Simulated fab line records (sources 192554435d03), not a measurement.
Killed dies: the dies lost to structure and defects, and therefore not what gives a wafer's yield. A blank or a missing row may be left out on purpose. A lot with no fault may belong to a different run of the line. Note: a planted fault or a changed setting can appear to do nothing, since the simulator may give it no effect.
Comparing a struck lot with a sound one    flow n5 finfet    13 out of 1938 route steps
Sound: these wafers, L619.2, L619.6. Wafers struck: L631.1, L631.3, L631.4. At the end, the cause is stated.
Each step with rows lists, per side, the tool, then ch with its chambers, then its first start. Under that, the readings that differ: sound wafers    struck wafers    difference of the means    sigmas: that difference in standard deviations of wafers without a fault.
alike: a reading whose means differ by less than 2 such deviations, as well as words and numbers matching on both sides. not compared: withheld readings; readings where some wafer has no value; bounds like >300 that might hide an equal value; numbers whose values overlap and for which the record gives no deviation.
Wherever a step has rows on one side only, a row that says differs or no value, or a row with sigmas, the two part there. Numbers that don't overlap but have no deviation are shown without sigmas and don't part them. Lack of a reading on every wafer of one side parts them only where that side has two or more wafers.

first, 3 steps without rows for these wafers: N5_SD_EPI_P_PRECLEAN_51 (cleans in NF3:NH3, afs cycles 1, time 20 s, sublimation time 60 s); N5_SD_EPI_P_VAPOR_ETCH_44 (etches SiGe30 in NF3/Ar, time 3.3 s); N5_SD_EPI_P_EPI_21 (deposits SiGe:B, time 355 s).
N5_SD_EPI_P_EPI_MEAS_23:
  sound on film metro-02, day 5 14:01; struck on film metro-01, day 8 16:29
  alike: thk nm
then, 6 steps without rows for these wafers: N5_SD_EPI_P_HM_STRIP_48 (strips SiNx in H3PO4, material SiNx, target depth 3 nm); N5_SD_EPI_P_SRD_49 (time 30 s); N5_SD_EPI_P_PRECLEAN_24 (cleans in O3/DIW, time 45 s); N5_SD_EPI_P_PRECLEAN_32 (cleans in dHF, time 10 s); N5_SD_EPI_P_PRECLEAN_33 (cleans in SC2, time 45 s); N5_SD_EPI_P_SRD_25 (time 30 s).
N5_SD_EPI_P_INSPECT_26: inspects for defects (darkfield).
  sound on defect inspect-02, day 5 14:11; struck on defect inspect-02, day 8 16:40
reading           sound    struck       difference  sigmas
raw defect count  214 248  140 151 161  -80         -2
N5_SD_ACTIVATION_RTA_00: time 0 s.
  sound on rtp anneal-02 ch 0, day 5 14:14; struck on rtp anneal-02 ch 0, day 8 16:47
  alike: lamp power pct, wafer_temp_C_max
N5_SD_ACTIVATION_LSA_01: time 0.0008 s.
  sound on laser anneal-02 ch 0, day 5 14:27; struck on laser anneal-02 ch 0, day 8 16:59
reading           sound          struck                difference  sigmas
wafer_temp_C_max  1084.0 1083.6  1049.0 1047.6 1047.9  -35.6       -38

== WHERE THEY PART ==
Last at N5_SD_ACTIVATION_LSA_01 as far as this record goes, first at N5_SD_EPI_P_INSPECT_26.

WHY: whatever the simulator had introduced
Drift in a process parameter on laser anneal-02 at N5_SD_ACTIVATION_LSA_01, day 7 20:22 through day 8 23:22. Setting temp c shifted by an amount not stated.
